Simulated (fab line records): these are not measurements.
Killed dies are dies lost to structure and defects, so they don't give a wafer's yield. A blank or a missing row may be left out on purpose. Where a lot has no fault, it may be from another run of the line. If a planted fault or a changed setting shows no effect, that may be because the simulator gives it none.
Split-lot trial ; flow n5Finfet ; on a route of 1938 steps: 7 lots, 39 wafers read

## SPLIT DETAILS
At N5_HKMG_FIN_ETCH_54 (etches SiARC in CF4, target depth 45.5 nm, time 75.8 s), the setting sourceW was moved away from the recipe's 545 W on 15 of the 39 wafers read, by -10.6% to +16.7%. The other wafers ran this setting at the recipe's value.

The split's own step is where the reading is taken.

## THE READING
rfVppV, in V, at N5_HKMG_FIN_ETCH_54 (etches SiARC in CF4, target depth 45.5 nm, time 75.8 s). A value of 183.8 V with a standard deviation of 1 V is what fault-free wafers of this fab line usually give.

wafer;tool, chamber at the split;sourceW as run, W;against the recipe;rfVppV, V;against lot-mates on the recipe
L075.1;rieDiel-01, 0;545;recipe;185.1;-
L075.2;rieDiel-01, 1;488.1;-10.4%;191.9;+8.0
L075.3;rieDiel-01, 3;488.1;-10.4%;189.8;+5.9
L075.4;rieDiel-01, 0;545;recipe;184.0;-
L075.5;rieDiel-01, 3;545;recipe;182.5;-
L075.6;rieDiel-01, 1;488.1;-10.4%;191.4;+7.5
L076.1;rieDiel-01, 3;511.6;-6.1%;187.3;+3.2
L076.2;rieDiel-01, 1;545;recipe;183.4;-
L076.3;rieDiel-01, 0;511.6;-6.1%;186.6;+2.5
L076.4;rieDiel-01, 1;545;recipe;185.0;-
L076.5;rieDiel-01, 0;545;recipe;183.9;-
L076.6;rieDiel-01, 3;511.6;-6.1%;187.2;+3.1
L077.1;rieDiel-06, 1;545;recipe;185.0;-
L077.5;rieDiel-06, 2;545;recipe;185.3;-
L077.6;rieDiel-06, 1;545;recipe;183.3;-
L079.1;rieDiel-03, 2;545;recipe;183.4;-
L079.2;rieDiel-03, 3;545;recipe;184.6;-
L079.3;rieDiel-03, 0;545;recipe;184.8;-
L079.4;rieDiel-03, 1;545;recipe;185.4;-
L079.5;rieDiel-03, 2;545;recipe;182.5;-
L079.6;rieDiel-03, 1;545;recipe;183.7;-
L081.1;rieDiel-03, 3;545;recipe;184.4;-
L081.2;rieDiel-03, 0;545;recipe;184.6;-
L081.3;rieDiel-03, 2;545;recipe;182.3;-
L081.4;rieDiel-03, 3;503.3;-7.7%;189.1;+5.3
L081.5;rieDiel-03, 2;503.3;-7.7%;188.1;+4.3
L081.6;rieDiel-03, 0;503.3;-7.7%;187.8;+4.0
L088.1;rieDiel-06, 2;545;recipe;185.0;-
L088.2;rieDiel-06, 3;636.2;+16.7%;174.4;-9.6
L088.3;rieDiel-06, 0;636.2;+16.7%;172.3;-11.7
L088.4;rieDiel-06, 2;636.2;+16.7%;175.8;-8.2
L088.5;rieDiel-06, 3;545;recipe;183.8;-
L088.6;rieDiel-06, 0;545;recipe;183.1;-
L094.1;rieDiel-06, 3;487.3;-10.6%;190.0;+6.1
L094.2;rieDiel-06, 2;487.3;-10.6%;190.9;+7.0
L094.3;rieDiel-06, 0;545;recipe;183.9;-
L094.4;rieDiel-06, 1;545;recipe;183.6;-
L094.5;rieDiel-06, 0;487.3;-10.6%;190.6;+6.7
L094.6;rieDiel-06, 1;545;recipe;184.1;-

THE FIT
A straight line over all 39 wafers: rfVppV changes by -0.599 V for each +1% of sourceW; r = -0.97; the points scatter about the line by 0.94 V.
The same after taking each lot's own level away (the mean of its wafers on the recipe; 39 wafers): -0.605 V for each +1%; r = -0.98; scatter 0.94 V.
That fit puts the effect of the largest move of sourceW on the reading at 10 V.
From 183.77 to 184.53 V: that is the span of the lots' own levels, equal to 0.8 times the standard deviation above.
Consequently the slope shifts little with the lot-to-lot level, the two slopes agreeing.
Check: for one of the wafers moved furthest among these (+16.7%), held out of the fit, the line's prediction against its lot-mates is -10.2 V. It came out at -9.57 V against them.
Tool readings at the split's step, against how far the setting was moved: etchRfOnTimeS r = -0.91; rfVppV r = -0.97.

## OTHER SPLITS ON THESE WAFERS
Note: prior to the reading, these wafers also went through further splits. Each is held against what the fit with the lots' levels taken away leaves over:
other split on the same wafers;wafers away from the commonest value;r with rfVppV (lot level and that fit taken away)
N5_FIN_SAQP_HM_DEP_72 timeS;12;-0.15
N5_DUMMY_GATE_EXPOSE_12 doseMj;12;-0.23
N5_DUMMY_GATE_ETCH_32 timeS;15;-0.17
N5_DUMMY_GATE_ETCH_44 targetDepthA;15;-0.05

## THE WHOLE CHAIN: every reading that the file lists as answering this split, in the file's order
step;what it does;reading;change (the file's fit);r (the file's)
N5_HKMG_FIN_ETCH_54;etches SiARC in CF4, target depth 45.5 nm, time 75.8 s;etchRfOnTimeS;withheld for each +1% of the setting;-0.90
N5_HKMG_FIN_ETCH_54;etches SiARC in CF4, target depth 45.5 nm, time 75.8 s;rfVppV;-0.606 V for each +1% of the setting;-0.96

## FILE'S OWN FIT
rfVppV changes by -0.606 V for each +1% of sourceW, r = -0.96.
